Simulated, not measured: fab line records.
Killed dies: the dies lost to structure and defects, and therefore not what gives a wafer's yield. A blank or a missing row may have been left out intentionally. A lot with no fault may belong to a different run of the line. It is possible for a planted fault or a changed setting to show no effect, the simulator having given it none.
Chamber matching | flow n5-finfet | 3 sister chambers for N5_BEOL_M8_CURE_75 on uv-cure-02
The step cures SiCOH lowk, time 120 s. 3 wafers are shown with their chamber, then 8 later ones without.

== WAFERS PAIRED WITH THEIR CHAMBERS ==
wafer  | chamber | wafer_temp_C_max
L087.3 | 0       | 371.3
L089.6 | 1       | 371.3
L095.1 | 2       | 373.7

== WAFERS WHOSE CHAMBER IS MISSING ==
wafer  | wafer_temp_C_max
L095.2 | 372.7
L095.4 | 372.7
L097.1 | 371.4
L097.3 | 371.5
L097.4 | 371.3
L097.2 | 371.9
L097.5 | 371.7
L097.6 | 371.2

== WHICH CHAMBER EACH ONE RAN IN ==
wafer  | from the rows above          | in truth
L095.2 | can't be placed: 2 or 0 or 1 | 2
L095.4 | can't be placed: 2 or 0 or 1 | 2
L097.1 | can't be placed: 0 or 1      | 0
L097.3 | can't be placed: 0 or 1      | 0
L097.4 | can't be placed: 0 or 1      | 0
L097.2 | can't be placed: 0 or 1      | 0
L097.5 | can't be placed: 0 or 1      | 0
L097.6 | can't be placed: 0 or 1      | 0
Correct placement for 0 of the 8. From these rows, 8 cannot be placed; in 8 the true chamber is one of the candidates. Number placed wrongly: 0.
How it was worked out, from the rows above alone: a wafer's distance from a chamber is the root of the sum, over the readings, of the square of ((its reading less the chamber's mean) divided by the reading's scatter). If the next closest chamber is less than 2 further off than the closest, the wafer can't be placed; otherwise it belongs to the closest. Each chamber's mean is taken over the wafers shown for it. The scatter: root of mean squared gap, hidden wafer to nearest shown wafer, with one shown wafer a chamber.
